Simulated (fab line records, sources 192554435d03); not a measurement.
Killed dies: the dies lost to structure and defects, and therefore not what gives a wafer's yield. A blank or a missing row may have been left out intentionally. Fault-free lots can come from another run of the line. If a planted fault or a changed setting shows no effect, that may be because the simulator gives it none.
fab line records	flow n5_finfet
record: lots: 4	wafers: 10	last_day: 16
route steps=1938 shown DUMMY_GATE@225 SPACER0@258 SD_EPI_N@262 BEOL_M4@1111 PASSIVATION@1936
lots that met no fault: from a run of the same line without faults
start_h: hours from the record's opening day to when the first of the lot's shown wafers began	wait_h: hours since the lot's step before	" same as the row above	L1.1+2: a row that stands for several wafers	- either no value or no given start	* or withheld: withheld	< > ~ a bound
route shown NAME@n: names a module that has steps shown in the file, with the first one's number in the route	usual: average and standard deviation across the fault-free wafers	same: alike in all rows	chamber/n: place in a boat	sites: each site's reading	_std_site: the values' standard deviation	_edge_site: outer sites' mean less inner sites'	radius_mm: how far each site lies from the wafer's centre	mask NAME#n: copy n	behind: the last tool/chamber to shape the wafer	hold: what put the lot on hold/how long, in hours/how the hold closed	device: which transistor (n, p or np) failed to switch	end of line: tests run on the same wafers once the route is complete	a step without rows: its recipe alone	killed: not the wafer's yield, but the dies lost to structure and defects at the first sort	map: dies across one wafer; x = killed, . = not, _ = none there
set.NAME: the setting as run; set.NAME@STEP: as run at that earlier step	model.NAME: the simulator's own value behind a step, which no gauge read
lots at selected steps of the route; one table per step, one row per wafer
services: when a tool's chamber went out of use (start_h, in hours from the record's first day, below 0 if earlier), for how many hours, and the reason
== steps ==
step: N5_DUMMY_GATE_COAT_09
recipe: resist: CAR-EUV	spin_rpm: 1500	resist_thk_nm: 30
step: N5_DUMMY_GATE_EBR_11
recipe: solvent: PGMEA	ebr_width_mm: 1.5
step: N5_DUMMY_GATE_SOFTBAKE_10
recipe: temp_c: 110	time_s: 60	resist: CAR-EUV
step: N5_DUMMY_GATE_EXPOSE_12
recipe: mask_id: GATE	na: 0.33	source_shape: annular	sigma_inner: 0.2	sigma_outer: 0.6	polarization: unpolarized	target_cd_nm: 25	dose_mj: 34
step: N5_DUMMY_GATE_PEB_13
recipe: peb_temp_c: 100	peb_time_s: 60	resist: CAR-EUV
step: N5_DUMMY_GATE_DEVELOP_14
recipe: develop_time_s: 30	developer: TMAH	resist: CAR-EUV	rinse_liquid: surfactant_rinse	dry: air_spin	dev_temp_c: 23
step: N5_DUMMY_GATE_DESCUM_20
recipe: chemistry: O2	time_s: 6.2	source_power_w: 50	bias_power_w: 20	pressure_mtorr: 20	rf_frequency_hz: 2.712e+07	temp_c: 40	resist: CAR-EUV	o2_flow_sccm: 225
step: N5_DUMMY_GATE_ETCH_29
recipe: chemistry: N2/H2	target: underlayer	target_depth_a: 130	ion_energy_ev: 200	pressure_mtorr: 30	source_w: 840	bias_w: 150	n2_flow_sccm: 200	h2_flow_sccm: 200
step: N5_DUMMY_GATE_ETCH_36
recipe: chemistry: CF4	target: SiARC	target_depth_a: 130	pressure_mtorr: 40	source_w: 545	bias_w: 36	Ar_flow_sccm: 100	cf4_flow_sccm: 100	ion_energy_ev: 80
step: N5_DUMMY_GATE_ETCH_37
recipe: chemistry: N2/H2	target: SOC	target_depth_a: 600	overetch_a: 300	temp_c: 40	ion_energy_ev: 200	pressure_mtorr: 30	source_w: 840	bias_w: 150	n2_flow_sccm: 200	h2_flow_sccm: 200
usual: drypump_motor_current_A: 5.8/0.45	n2_flow_sccm: 200.0/0.58	oes_product_au: 0.62/0.069	rf_vpp_V: 523.8/2.9	showerhead_plenum_p_Torr: 2.54/0.1	throttle_valve_pct: 17.79/0.25
lot.wafer	tool	chamber	start_h	wait_h	drypump_motor_current_A	n2_flow_sccm	oes_product_au	rf_hours_counter_h	rf_vpp_V	showerhead_plenum_p_Torr	throttle_valve_pct	model.SiARC_of_DUMMY_GATE_COAT_35.thk_nm
L174.1	rie_diel-02	1	45.65	0.0	5.7	199.9	0.54	247	519.6	2.40	17.85	4.8
L174.4	"	0	"	"	5.8	199.7	0.58	146	526.7	2.65	17.78	5.2
L174.6	"	2	"	"	5.1	198.6	0.67	-	525.4	2.56	17.63	5.4
L185.1	rie_diel-02	3	113.00	0.0	6.2	199.4	0.57	198	521.1	2.43	18.08	1.8
L185.3	"	0	"	"	5.8	199.7	0.58	169	526.3	2.64	17.81	2.4
L187.1	rie_diel-02	0	128.25	0.0	5.8	200.4	0.57	173	527.8	2.64	17.84	2.4
L187.3	"	3	"	"	6.2	200.0	0.58	202	521.4	2.43	18.07	1.8
L192.1	rie_diel-01	3	154.19	0.0	6.1	199.6	0.54	223	520.7	2.42	17.85	5.4
L192.3	"	2	"	"	5.4	200.2	0.57	202	520.7	2.41	17.77	4.8
L192.5	"	1	"	"	5.5	200.4	0.59	-	526.0	2.64	18.01	5.2
step: N5_DUMMY_GATE_STRIP_38
recipe: chemistry: N2/H2	temp_c: 40	n2_flow_sccm: 200	h2_flow_sccm: 200	rf_frequency_hz: 6e+07
step: N5_DUMMY_GATE_STRIP_39
recipe: chemistry: N2/H2	temp_c: 40	n2_flow_sccm: 200	h2_flow_sccm: 200	rf_frequency_hz: 6e+07
step: N5_DUMMY_GATE_TRIM_49
recipe: chemistry: O2	resist: SOC	time_s: 29	target_cd_nm: 14	source_power_w: 300	bias_power_w: 0	O2_flow_sccm: 100	temp_c: 20
usual: drypump_motor_current_A: 5.5/0.49	oes_product_au: 1.000/0.018	throttle_valve_pct: 8.06/0.18
lot.wafer	tool	chamber	start_h	wait_h	drypump_motor_current_A	oes_product_au	rf_hours_counter_h	throttle_valve_pct	model.DUMMY_GATE.cd_nm
L174.1	rie_si-05	1	45.73	0.0	5.0	0.995	88	7.78	15.2
L174.4	"	2	"	"	5.2	0.974	101	7.96	14.4
L174.6	"	1	"	"	5.0	0.992	-	7.79	14.8
L185.1	rie_si-02	3	113.08	0.0	5.4	0.975	82	7.82	11.8
L185.3	"	1	"	"	4.9	1.032	56	8.33	13.2
L187.1	rie_si-02	3	128.33	0.0	5.3	0.983	83	7.81	12.6
L187.3	"	2	"	"	5.3	0.985	113	7.95	12.4
L192.1	rie_si-05	3	154.28	0.0	6.4	1.014	153	8.23	14.6
L192.3	"	0	"	"	6.0	1.024	82	8.10	14.6
L192.5	"	3	"	"	6.4	0.998	-	8.23	14.2
step: N5_DUMMY_GATE_STRIP_40
recipe: chemistry: CF4	resist: SiARC	power_w: 300	bias_power_w: 75	pressure_mtorr: 50	cf4_flow_sccm: 150	rf_frequency_hz: 6e+07
step: N5_DUMMY_GATE_CD_MEAS_50
recipe: target_cd_nm: 14
usual: cd_nm: 14.2/0.52
lot.wafer	tool	chamber	start_h	wait_h	cd_nm
L174.1	cd_sem-02	-	45.98	0.0	15.2
L174.4	"	-	"	"	14.2
L174.6	"	-	"	"	15.2
L185.1	cd_sem-02	-	113.26	0.0	11.8
L185.3	"	-	"	"	13.2
L187.1	cd_sem-01	-	128.48	0.0	12.5
L187.3	"	-	"	"	12.7
L192.1	cd_sem-02	-	154.75	0.0	14.4
L192.3	"	-	"	"	14.8
L192.5	"	-	"	"	14.1
step: N5_DUMMY_GATE_ETCH_31
recipe: chemistry: C4F6/O2	target: SiO2	mask_material: SOC	target_depth_a: 825	time_s: 27.5	ion_energy_ev: 250	pressure_mtorr: 30	source_w: 345	bias_w: 185	Ar_flow_sccm: 300	C4F6_flow_sccm: 10	O2_flow_sccm: 10
step: N5_DUMMY_GATE_STRIP_41
recipe: chemistry: O2	power_w: 400	temp_c: 40	pressure_mtorr: 30	rf_frequency_hz: 6e+07	bias_power_w: 0	overash_fraction: 0.3	o2_flow_sccm: 225
step: N5_DUMMY_GATE_HM_OPEN_21
recipe: chemistry: CH3F/O2	target: SiNx	target_depth_a: 1200	Ar_flow_sccm: 150	CH3F_flow_sccm: 30	O2_flow_sccm: 23	time_s: 171.4	pressure_mtorr: 30	source_w: 395	bias_w: 73	ion_energy_ev: 120.7
step: N5_DUMMY_GATE_ETCH_32
recipe: chemistry: CF4	target: SiO2	target_depth_a: 35	time_s: 3.9	ion_energy_ev: 350	pressure_mtorr: 10	icp_w: 800	bias_w: 400	cf4_flow_sccm: 80
step: N5_DUMMY_GATE_ETCH_23
recipe: chemistry: HBr/Cl2/O2	HBr_flow_sccm: 150	Cl2_flow_sccm: 80	O2_flow_sccm: 12	bias_w: 102	target_depth_a: 410	time_s: 22.3	target: poly-Si	mask_material: SiO2	pressure_mtorr: 10	icp_w: 800
step: N5_DUMMY_GATE_ETCH_44
recipe: chemistry: HBr/O2	over_etch_frac: 0.7	target_depth_a: 1275	stop_on: SiO2	ion_energy_ev: 60	bias_w: 20	target: poly-Si	mask_material: SiO2	pressure_mtorr: 20	icp_w: 400	HBr_flow_sccm: 120	O2_flow_sccm: 10
step: N5_DUMMY_GATE_CD_MEAS_24
recipe: target_cd_nm: 15
usual: cd_nm: 15.2/0.54
lot.wafer	tool	chamber	start_h	wait_h	cd_nm
L174.1	cd_sem-01	-	46.54	0.1	16.3
L174.4	"	-	"	"	15.3
L174.6	"	-	"	"	16.0
L185.1	cd_sem-02	-	113.75	0.1	12.5
L185.3	"	-	"	"	14.1
L187.1	cd_sem-01	-	129.17	0.1	14.3
L187.3	"	-	"	"	13.8
L192.1	cd_sem-03	-	155.85	0.1	15.6
L192.3	"	-	"	"	15.6
L192.5	"	-	"	"	15.5
step: N5_DUMMY_GATE_ETCH_42
recipe: chemistry: CHF3/O2	target: SiO2	target_depth_a: 35	time_s: 31	ion_energy_ev: 30	bias_w: 12	pressure_mtorr: 30	source_w: 600	Ar_flow_sccm: 200	CHF3_flow_sccm: 50	O2_flow_sccm: 5
usual: drypump_motor_current_A: 5.9/0.46	oes_product_au: 0.77/0.087	rf_vpp_V: 42.1/1.1	showerhead_plenum_p_Torr: 2.40/0.086	throttle_valve_pct: 18.77/0.22
lot.wafer	tool	chamber	start_h	wait_h	drypump_motor_current_A	oes_product_au	rf_hours_counter_h	rf_vpp_V	showerhead_plenum_p_Torr	throttle_valve_pct	model.DUMMY_GATE.cd_nm
L174.1	rie_diel-01	3	46.58	0.0	6.0	0.69	189	41.8	2.28	18.63	16.4
L174.4	"	2	"	"	5.5	0.75	168	44.9	2.31	18.69	15.6
L174.6	"	3	"	"	6.0	0.69	-	42.5	2.28	18.62	16.2
L185.1	rie_diel-01	2	113.80	0.0	5.4	0.73	189	42.6	2.30	18.71	12.8
L185.3	"	0	"	"	5.7	0.96	7	43.0	2.48	18.28	14.2
L187.1	rie_diel-06	2	129.22	0.0	6.1	0.71	172	42.3	2.30	19.17	14
L187.3	"	1	"	"	6.5	0.93	20	42.6	2.38	18.57	13.4
L192.1	rie_diel-06	0	156.11	0.3	6.8	0.71	184	42.0	2.47	18.77	15.6
L192.3	"	3	"	"	5.7	0.91	23	42.4	2.37	18.64	15.4
L192.5	"	3	"	"	5.7	0.90	-	42.9	2.37	18.65	15.2
step: N5_DUMMY_GATE_STRIP_48
recipe: chemistry: N2/H2	time_s: 20	power_w: 100	temp_c: 40	pressure_mtorr: 100	rf_frequency_hz: 6e+07	bias_power_w: 3	n2_flow_sccm: 300	h2_flow_sccm: 300
step: N5_DUMMY_GATE_PRECLEAN_33
recipe: chemistry: dHF	time_s: 10	dilution: 750:1	temp_c: 25
step: N5_DUMMY_GATE_PRECLEAN_25
recipe: chemistry: O3/DIW	time_s: 45	temp_c: 22	o3_ppm: 10
step: N5_DUMMY_GATE_PRECLEAN_51
recipe: chemistry: SC2	time_s: 45	temp_c: 35	mix: 1:1:50
step: N5_DUMMY_GATE_SRD_26
recipe: dry: ipa_marangoni	time_s: 30	temp_c: 23	rinse_liquid: diw
step: N5_DUMMY_GATE_UV_OZONE_45
recipe: time_s: 120	pressure_torr: 760	temp_c: 25
step: N5_SPACER0_ALD_07
recipe: material: SiNx	target_thk_a: 20	temp_c: 400	ald_precursor_family: SiH2I2	ald_co_reactant: N2/H2-plasma	pressure_torr: 2
step: N5_SPACER0_ALD_00
recipe: material: SiOCN	target_thk_a: 35	temp_c: 400	ald_precursor_family: alkyl-aminosilane	ald_co_reactant: O2/N2-plasma	pulse_time_s: 3	purge_time_s: 2	co_reactant_purge_time_s: 2	ald_cycles: 58	pressure_torr: 2
step: N5_SPACER0_ALD_08
recipe: material: SiNx	target_thk_a: 20	temp_c: 400	ald_precursor_family: SiH2I2	ald_co_reactant: N2/H2-plasma	pressure_torr: 2
step: N5_SD_EPI_N_COAT_32
recipe: resist: SOC	temp_c: 250	time_s: 60	spin_rpm: 1500	resist_thk_nm: 350
step: N5_SD_EPI_N_COAT_33
recipe: resist: SiARC	temp_c: 220	time_s: 60	spin_rpm: 1500	resist_thk_nm: 35
step: N5_SD_EPI_N_COAT_03
recipe: resist: CAR-ArF-block	spin_rpm: 1500	resist_thk_nm: 150
step: N5_SD_EPI_N_EBR_05
recipe: solvent: PGMEA	ebr_width_mm: 1.5
step: N5_SD_EPI_N_SOFTBAKE_04
recipe: temp_c: 110	time_s: 60	resist: CAR-ArF-block
step: N5_BEOL_M4_RC_MEAS_101
usual: DIBL_N: 35.0/2.4	DIBL_P: 35.4/2.8	IOFF_N: 0.14/0.045	IOFF_P: 0.20/0.048	ION_N: 667/19	ION_P: 460/11	SS_N: 71.2/0.71	SS_P: 73.1/0.86	VT_N: 252/4.6	VT_P: -251/3.4
lot.wafer	tool	chamber	start_h	wait_h	DIBL_N[mV/V]	DIBL_P[mV/V]	IOFF_N[nA/um]	IOFF_P[nA/um]	ION_N[uA/um]	ION_P[uA/um]	SS_N[mV/dec]	SS_P[mV/dec]	VT_N[mV]	VT_P[mV]
L174.1	prober-01	0	172.10	0.0	31.1	33.8	0.11	0.19	676	477	69.6	73.1	250	-248
L174.4	"	0	"	"	34.5	35.7	0.14	0.21	655	458	70.8	73.4	250	-247
L174.6	"	0	"	"	32.6	33.7	0.12	0.17	652	450	70.5	72.3	254	-254
L185.1	prober-01	0	229.91	0.0	44.4	44.4	0.31	0.35	688	457	73.7	76.0	242	-246
L185.3	"	0	"	"	39.2	39.9	0.22	0.29	698	476	72.0	74.4	243	-246
L187.1	prober-01	0	238.51	0.0	39.6	38.5	0.17	0.21	667	456	72.3	73.8	253	-253
L187.3	"	0	"	"	43.0	44.8	0.29	0.34	707	477	73.2	75.6	242	-247
L192.1	prober-02	0	281.87	0.0	33.3	33.2	0.12	0.18	674	467	71.2	72.3	253	-253
L192.3	"	0	"	"	35.8	35.9	0.15	0.21	665	457	71.1	72.7	251	-249
L192.5	"	0	"	"	35.5	35.8	0.13	0.21	646	449	71.6	72.9	253	-251
step: N5_PASSIVATION_PROBE_49
usual: defect_limited_yield: 91.7/1.4	killed_at_M0_to_M3: 32/9.7	killed_at_M4_up: 14/5.5	killed_at_contacts: 13/6.1	killed_at_front_end: 35/10	killed_at_other: 4.2/2.9	killed_dies: 98/17	killed_open: 63/12	killed_short: 32/7.7	sort_bin_4_leakage: 0.0/0.33	sort_bin_5_function: 4.8/0.9	sort_bin_6_memory: 3.1/0.63	sort_n_pass: 1073/41	sort_yield_pct: 91/3.5
same: gross_dies: 1180	killed_at_back_side: 0	sort_bin_8_speed[%]: 0
lot.wafer	tool	chamber	start_h	wait_h	defect_limited_yield[%]	killed_at_M0_to_M3	killed_at_M4_up	killed_at_contacts	killed_at_front_end	killed_at_other	killed_dies	killed_open	killed_short	sort_bin_4_leakage[%]	sort_bin_5_function[%]	sort_bin_6_memory[%]	sort_n_pass	sort_yield_pct[%]
L174.1	prober-02	-	276.59	0.3	91.0	33	22	12	37	2	106	73	30	0	5.6	3.2	1074	91
L174.4	prober-02	-	276.74	0.4	92.4	27	18	7	35	3	90	61	29	0	4.6	3.0	1090	92
L174.6	prober-02	-	276.84	0.5	92.1	28	23	7	33	2	93	59	28	0	4.3	2.9	1087	92
L185.1	prober-02	-	331.86	0.0	81.9	30	8	7	163	5	213	61	20	0.3	11.2	6.0	963	82
L185.3	prober-02	-	331.96	0.1	90.3	56	14	9	33	2	114	85	28	0	5.8	3.7	1066	90
L187.1	prober-02	-	342.05	0.0	90.3	50	11	8	35	10	114	66	48	0	5.8	3.6	1066	90
L187.3	prober-02	-	342.15	0.1	83.1	17	14	13	151	5	200	48	35	0	9.2	7.0	980	83
L192.1	prober-02	-	394.56	0.0	91.3	30	10	22	37	4	103	67	26	0	5.2	2.8	1077	91
L192.3	prober-02	-	394.66	0.1	92.1	20	13	14	41	5	93	60	26	0	4.4	2.6	1087	92
L192.5	prober-02	-	394.76	0.2	93.8	29	3	14	19	8	73	48	24	0	3.9	1.9	1107	94
killed by level:class
L174.1 MOL_CONTACT_COAG:geometric_particle:open=9 BEOL_M4:geometric_particle:open=9 FIN_SAQP:geometric_particle:open=7 STI_FIN_REVEAL:geometric_particle:open=7 BEOL_M0_SAQP:geometric_particle:open=7 BEOL_M1:geometric_particle:open=7 BEOL_M3:geometric_particle:open=7 FIN_SAQP:geometric_particle:short=6
L174.4 BEOL_M4:geometric_particle:open=9 ILD0:geometric_particle:open=6 MOL_CONTACT_COAG:geometric_particle:open=6 BEOL_M3:geometric_particle:open=6 FIN_SAQP:geometric_particle:short=5 BEOL_M0_SAQP:geometric_particle:open=5 STI_FIN_REVEAL:geometric_particle:open=4 STARTING-WAFER:geometric_particle:short=4
L174.6 BEOL_M4:geometric_particle:open=12 STI_FIN_REVEAL:geometric_particle:open=10 BEOL_M3:geometric_particle:open=7 HKMG_FIN:area_etch=6 MOL_CONTACT_COAG:geometric_particle:open=5 FIN_SAQP:geometric_particle:short=4 BEOL_M0_SAQP:geometric_particle:short=4 BEOL_M2:geometric_particle:open=4
L185.1 DUMMY_GATE:worn_mask=121 BEOL_M2:geometric_particle:open=10 BEOL_M3:geometric_particle:open=9 DUMMY_GATE:area_etch=9 FIN_SAQP:geometric_particle:open=8 MOL_CONTACT_COAG:geometric_particle:open=6 FIN_SAQP:geometric_particle:short=5 GATE_CUT:geometric_particle:short=4
L185.3 BEOL_M1:geometric_particle:open=11 BEOL_M2:geometric_particle:open=11 STI_FIN_REVEAL:geometric_particle:open=10 BEOL_M0_SAQP:geometric_particle:open=10 BEOL_M0_SAQP:geometric_particle:short=9 BEOL_M3:geometric_particle:open=9 MOL_CONTACT_COAG:geometric_particle:open=7 FIN_SAQP:geometric_particle:open=6
L187.1 BEOL_M1:geometric_particle:open=10 FIN_SAQP:geometric_particle:short=8 FIN_SAQP:geometric_particle:open=8 BEOL_M0:geometric_particle:short=8 BEOL_M0_SAQP:geometric_particle:short=7 BEOL_M2:geometric_particle:open=7 BEOL_M0_SAQP:geometric_particle:open=6 MOL_CONTACT_COAG:geometric_particle:open=5
L187.3 DUMMY_GATE:worn_mask=113 MOL_CONTACT_COAG:geometric_particle:open=10 FIN_SAQP:geometric_particle:short=9 BEOL_M4:geometric_particle:open=9 FIN_SAQP:geometric_particle:open=6 BEOL_M0_SAQP:geometric_particle:short=6 DUMMY_GATE:geometric_particle:open=4 STARTING-WAFER:geometric_particle:short=4
L192.1 MOL_CONTACT_COAG:geometric_particle:open=18 FIN_SAQP:geometric_particle:open=14 BEOL_M0_SAQP:geometric_particle:short=9 HKMG_FIN:area_etch=8 BEOL_M1:geometric_particle:open=7 BEOL_M0_SAQP:geometric_particle:open=5 MOL_CONTACT_COAG:geometric_particle:short=4 BEOL_M4:geometric_particle:open=4
L192.3 MOL_CONTACT_COAG:geometric_particle:open=13 FIN_SAQP:geometric_particle:open=12 BEOL_M0_SAQP:geometric_particle:short=7 HKMG_FIN:area_etch=6 BEOL_M1:geometric_particle:open=5 STARTING-WAFER:geometric_particle:open=5 FIN_SAQP:geometric_particle:short=4 DUMMY_GATE:geometric_particle:short=3
L192.5 MOL_CONTACT_COAG:geometric_particle:open=10 STI_FIN_REVEAL:geometric_particle:open=6 BEOL_M0_SAQP:geometric_particle:short=5 BEOL_M1:geometric_particle:open=5 BEOL_M3:geometric_particle:open=5 MOL_CONTACT_COAG:geometric_particle:short=4 BEOL_M0_SAQP:geometric_particle:open=4 GATE_CUT:geometric_particle:short=3
map L185.1 (x killed, . not)
_________________.x....x.....________________
______________.x..x...........xx_____________
___________.x....x..x........x.....__________
__________x..............x...x......_________
________.....xx.x..x..x..x............_______
_______x.x...x..x..x......x...xx.x.....______
______..xxx.x.x.x.xx...x............xx.._____
_____.......xxx.x..........x..x........x.____
____x...............x..x..xxx.........x.x.___
___..xx..x..xx..........x......x...........__
___...x..x........xx....x......x.....x.....__
__......x...x...x...........x.....x.....x..x_
__......x.........x.........x.........x.x..._
_....x.........x....x.x.....x.....x.x........
_..x.....x...x.......x...xx.x.........x....x.
_.x.......xxx......x............x...........x
_.......x........x..xx.....x....x....x.......
_..........x..........................x......
_......x.........xxx.x....x...xx......x......
_...x.................x...x.....x..x.....x...
_.......x.....x..x.........x...x..........x.x
__xx.x...xx..x..xx....x..x....x.x........x.._
__..........xx.......x.....xx...x..........._
___...xx...xx...x....x...................x.__
___...x..x.x.xx..x........x................__
____...............x..x..x.....xxxx.......___
_____..x...x.x.x.......x.xx.x..x.x.......____
______...x.....x..x.....x..xx...x..x.x.._____
_______.................xx....x....x...______
________.x....x.........x.x........x.._______
__________.xx..........x..........x._________
___________....x......x.x..........__________
______________.x............xx.x_____________
_________________............________________
map L187.3 (x killed, . not)
_________________....x....x..________________
______________.....x............_____________
___________x.....x.................__________
__________....xx.x...x.............._________
________.....xx..x.x.xx.....x.....x..x_______
_______.....xx..x.x.x...x...x......x...______
______.x.....xx.....x..x.x...x..x..x...._____
_____x..x..xxx.x.........xx...........x..____
____......x....x..x.........x.....x.......___
___...x..................x....x............__
___....x....xx..x...........x...........x.x__
__x..x.x.......xxx...........x......x......._
__....x.x..x.x.xx..x.x.x...x...x..x........x_
_..x...x.x.x........x........................
_................xx...xxx.................x..
_x..x........x......x.......x.........x......
_.xx......x..x.xxx..........................x
_xx...x..x...x....x.................x...x...x
_x...........x.............x.................
_........x........x.............xx.......x...
_x........x..........x.x.x..............x....
__............x....x..x........x......x....._
__....x....x........x...x....x.x....x.....x._
___.x.......xx....xx...........x.x.........__
___.x.x...........x....x.xxx.x...x....x....__
____.xx.x......x......x.x..x....x..x....x.___
_____...x..........x...........x.........____
______.....x..x........................x_____
_______x.x.......x.x.....xx.......xx...______
________......x....x..............x.x._______
__________.....x.........xxx..x...x._________
___________.x........x.....x..x.x..__________
______________......x..........._____________
_________________x........x..________________
== services ==
tool	chamber	start_h	hours	kind
rie_diel-06	1	52.70	-	clean
rie_diel-06	1	52.70	-	consumable_replace:focus_ring
rie_diel-06	1	52.70	20.2	scheduled_down
rie_diel-06	1	52.70	20.2	vent_cycle
rie_si-05	-	53.48	0.2	repair
rie_diel-02	1	53.65	-	clean
rie_diel-02	1	53.65	-	consumable_replace:focus_ring
rie_diel-02	1	53.65	-	consumable_replace:showerhead
rie_diel-02	1	53.65	24.2	scheduled_down
rie_diel-02	1	53.65	24.2	vent_cycle
rie_si-05	2	59.38	10.6	repair
rie_si-05	0	71.49	5.6	repair
rie_diel-06	3	72.91	-	clean
rie_diel-06	3	72.91	-	consumable_replace:focus_ring
rie_diel-06	3	72.91	16.2	scheduled_down
rie_diel-01	0	75.93	-	clean
rie_diel-01	0	75.93	-	consumable_replace:focus_ring
rie_diel-01	0	75.93	18.9	scheduled_down
rie_diel-01	0	75.93	18.9	vent_cycle
rie_diel-02	2	80.85	8.0	repair
rie_si-05	0	99.49	5.9	repair
rie_diel-02	3	134.23	1.3	repair
rie_si-02	-	140.59	2.8	pm
rie_diel-02	-	147.33	14.6	pm
== key ==
first_sign: step: N5_DUMMY_GATE_CD_MEAS_50	reading: cd_nm	direction: down	sigmas: 3.2	usual: 14.2	struck: 12.6
effect: step: N5_DUMMY_GATE_CD_MEAS_24	reading: cd_nm	direction: down	sigmas: 2.8	usual: 15.2	struck: 13.7
effect: step: N5_BEOL_M4_RC_MEAS_101	reading: DIBL_N	direction: up	sigmas: 2.8	usual: 35.0	struck: 41.6	wafers_moved: 2
effect: step: N5_BEOL_M4_RC_MEAS_101	reading: DIBL_P	direction: up	sigmas: 2.3	usual: 35.4	struck: 41.9	wafers_moved: 2
effect: step: N5_BEOL_M4_RC_MEAS_101	reading: IOFF_N	direction: up	sigmas: 2.3	usual: 0.14	struck: 0.25	wafers_moved: 2
effect: step: N5_BEOL_M4_RC_MEAS_101	reading: SS_N	direction: up	sigmas: 2.2	usual: 71.2	struck: 72.8	wafers_moved: 2
effect: step: N5_BEOL_M4_RC_MEAS_101	reading: SS_P	direction: up	sigmas: 2.1	usual: 73.1	struck: 74.9	wafers_moved: 2
effect: step: N5_BEOL_M4_RC_MEAS_101	reading: IOFF_P	direction: up	sigmas: 2	usual: 0.20	struck: 0.30	wafers_moved: 2
effect: step: N5_PASSIVATION_PROBE_49	reading: killed_at_front_end	direction: up	sigmas: 5.8	usual: 35	struck: 96	wafers_moved: 2
model_effect: step: N5_DUMMY_GATE_ETCH_37	value: SiARC_of_DUMMY_GATE_COAT_35.thk_nm	without: 5.2	struck: 2.1
model_effect: step: N5_DUMMY_GATE_TRIM_49	value: DUMMY_GATE.cd_nm	without: 14.05	struck: 12.5
model_effect: step: N5_DUMMY_GATE_ETCH_42	value: DUMMY_GATE.cd_nm	without: 15.15	struck: 13.6
more_kills_born_at: N5_DUMMY_GATE_ETCH_37@rie_diel-02: 245
met_at N5_DUMMY_GATE_ETCH_37
struck_wafers L185.1,L185.3,L187.1,L187.3
onset_between 45.65 113.00
also_fits N5_DUMMY_GATE_TRIM_49:rie_si-02
fault: kind: process_parameter_drift	tool: rie_diel-02	chamber: -	onset_h: 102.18	steps: N5_DUMMY_GATE_ETCH_37	channel: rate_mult	offset: 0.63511	shape: step	end_h: 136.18	scope: struck_wafers_only
